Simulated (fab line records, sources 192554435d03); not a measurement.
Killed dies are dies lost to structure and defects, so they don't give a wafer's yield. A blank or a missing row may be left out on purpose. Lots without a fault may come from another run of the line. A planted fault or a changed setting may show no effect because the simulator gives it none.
Which tool did it? | flow n5_finfet | 11 lots, 33 wafers sampled, at 4 steps of a route of 1938

WHAT THE GAUGES READ, wafer by wafer
N5_BEOL_M6_THK_MEAS_53: measures by xrf.
lot  | measured     | on            | M6_THK (nm)
L613 | day 9 00:23  | film_metro-02 | 78.4 77.5 78.6
L614 | day 9 01:40  | film_metro-02 | 79.5 80.1 82.0
L615 | day 9 05:04  | film_metro-01 | 78.2 78.4 78.2
L617 | day 9 21:35  | film_metro-01 | 78.6 77.2 77.3
L619 | day 10 11:04 | film_metro-01 | 84.1 80.7 83.8
L620 | day 10 17:50 | film_metro-01 | 78.1 82.0 79.0
L626 | day 13 06:11 | film_metro-02 | 84.6 85.0 87.0
L628 | day 13 09:54 | film_metro-01 | 82.3 79.5 80.3
L630 | day 13 12:29 | film_metro-02 | 84.3 85.4 79.2
L632 | day 14 15:37 | film_metro-02 | 85.0 80.6 81.6
L635 | day 14 19:17 | film_metro-01 | 85.1 83.2 84.7

N5_BEOL_M7_OVL_MEAS_29.
lot  | measured     | on         | V6_OVL (nm)
L613 | day 9 04:30  | overlay-02 | 2.0 0.3 1.5
L614 | day 9 04:32  | overlay-01 | 0.0 2.1 1.8
L615 | day 9 09:17  | overlay-01 | 0.3 -0.8 -1.0
L617 | day 10 03:51 | overlay-02 | 2.0 0.8 0.4
L619 | day 10 15:04 | overlay-02 | 0.4 1.5 0.3
L620 | day 10 21:23 | overlay-01 | 0.2 1.1 1.5
L626 | day 13 09:59 | overlay-01 | -1.2 0.1 -0.6
L628 | day 13 14:17 | overlay-02 | -0.6 -1.1 0.3
L630 | day 13 18:19 | overlay-02 | 0.3 1.3 1.4
L632 | day 14 21:01 | overlay-01 | 0.6 -0.4 0.0
L635 | day 14 22:48 | overlay-01 | -0.9 0.4 -1.4

WHICH TOOL RAN EACH LOT (tool, then ch and the chambers of the sampled wafers, then the start)
lot  | N5_BEOL_M7_STRIP_19                | N5_BEOL_M7_COAT_71
L613 | rie_diel-06 ch 1,2,3, day 9 04:01  | litho_track-03 ch 0, day 9 04:12
L614 | rie_diel-06 ch 0,1,3, day 9 04:03  | litho_track-04 ch 0, day 9 04:12
L615 | rie_diel-06 ch 0,3, day 9 07:31    | litho_track-04 ch 0, day 9 08:59
L617 | rie_diel-06 ch 1,2, day 10 01:52   | litho_track-04 ch 0, day 10 03:31
L619 | rie_diel-01 ch 0,1,2, day 10 13:52 | litho_track-02 ch 0, day 10 14:37
L620 | rie_diel-06 ch 1,2,3, day 10 20:02 | litho_track-03 ch 0, day 10 21:05
L626 | rie_diel-01 ch 1,2,3, day 13 08:44 | litho_track-04 ch 0, day 13 09:40
L628 | rie_diel-01 ch 0,3, day 13 12:34   | litho_track-04 ch 0, day 13 13:52
L630 | rie_diel-02 ch 1,2, day 13 15:45   | litho_track-02 ch 0, day 13 17:58
L632 | rie_diel-01 ch 0,2, day 14 18:40   | litho_track-02 ch 0, day 14 20:43
L635 | rie_diel-01 ch 0,1,3, day 14 22:17 | litho_track-02 ch 0, day 14 22:31
- N5_BEOL_M7_STRIP_19: strips in O2.
- N5_BEOL_M7_COAT_71: time 60 s, resist thk 5 nm.

WHAT THE TOOLS THEMSELVES READ (means of the sampled wafers that have a number; where no wafer has one, the mark that the record gives instead)
N5_BEOL_M7_STRIP_19.
lot  | tool        | drypump_motor_current_A (A) | oes_product_au (a.u.) | rf_vpp_V (V) | showerhead_plenum_p_Torr (Torr) | temp_c (C) | throttle_valve_pct (%)
L613 | rie_diel-06 | 5.54                        | 0.75                  | 3.9          | 2.16                            | 39.87      | 16.58
L614 | rie_diel-06 | 5.66                        | 0.74                  | 3.8          | 2.12                            | 40.03      | 16.68
L615 | rie_diel-06 | 5.85                        | 0.79                  | 3.6          | 2.17                            | 39.91      | 16.51
L617 | rie_diel-06 | 5.34                        | 0.69                  | 3.4          | 2.10                            | 39.98      | 16.78
L619 | rie_diel-01 | 5.53                        | 0.79                  | 3.7          | 2.11                            | 39.94      | 16.74
L620 | rie_diel-06 | 5.53                        | 0.74                  | 3.4          | 2.15                            | 40.09      | 16.60
L626 | rie_diel-01 | 5.46                        | 0.90                  | 3.3          | 2.14                            | 39.99      | 16.66
L628 | rie_diel-01 | 5.33                        | 0.76                  | 3.4          | 2.04                            | 39.97      | 16.88
L630 | rie_diel-02 | 5.77                        | 0.80                  | 3.6          | 2.08                            | 40.05      | 16.47
L632 | rie_diel-01 | 5.63                        | 0.86                  | 3.4          | 2.09                            | 40.02      | 16.79
L635 | rie_diel-01 | 5.35                        | 0.81                  | 3.2          | 2.09                            | 39.99      | 16.72

N5_BEOL_M7_COAT_71.
lot  | tool           | dispense_pressure_kPa (kPa) | spin_speed_rpm (rpm)
L613 | litho_track-03 | 46                          | 1500.2
L614 | litho_track-04 | 55                          | 1499.4
L615 | litho_track-04 | 55                          | 1501.0
L617 | litho_track-04 | 55                          | 1500.5
L619 | litho_track-02 | 49                          | 1500.5
L620 | litho_track-03 | 46                          | 1499.6
L626 | litho_track-04 | 55                          | 1633.9
L628 | litho_track-04 | 55                          | 1634.2
L630 | litho_track-02 | 49                          | 1501.2
L632 | litho_track-02 | 49                          | 1499.5
L635 | litho_track-02 | 49                          | 1500.3

THE ANSWER, worked out from the rows above alone
Rule: what is usual is taken from the lots themselves. Put in order of their means at a reading, lots are off if they are a third of the lots or fewer, leave a main group of 4 or more, and stand apart from it by a gap of 3 or more times the standard deviation of the main group's means; of several such gaps the widest counts. A main group whose means are all the same, to the digits that the tables above print for the reading, isn't used. A lot without any number at a reading at which 4 lots or more have one is off too. The other lots that the step has rows for count as sound. The gauges are gone through in route order, then the tools' own readings, and for those a lot's mean is taken as printed above. The first step at which some lot is off is used, and at that step the reading that is off furthest; a lot without a number counts as furthest.
Off: L626, L628, at N5_BEOL_M7_COAT_71 (spin_speed_rpm). The main group: mean 1500.2 rpm, standard deviation 0.61.
A tool fits if, at that step or a process step before it, it ran every lot that is off, and no sound lot after the first of them. One fits: litho_track-04 at N5_BEOL_M7_COAT_71. Its last sound lot is L617 (day 10 03:31), its first lot that is off L626 (day 13 09:40): a fault that began between those two fits.
The tool's own readings at N5_BEOL_M7_COAT_71 bear it out: on the lots that are off they differ by more than 5 times the standard deviation of the sound lots' means. spin_speed_rpm reads 1634.1 rpm there against 1500.2 rpm on the sound lots.

WHAT THE SIMULATOR HAD PUT IN
Process parameter drift: litho_track-04, from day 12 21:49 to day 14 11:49, at N5_BEOL_M7_COAT_71. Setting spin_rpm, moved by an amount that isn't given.
Lots struck among those shown: L626, L628. The rule above found the same.
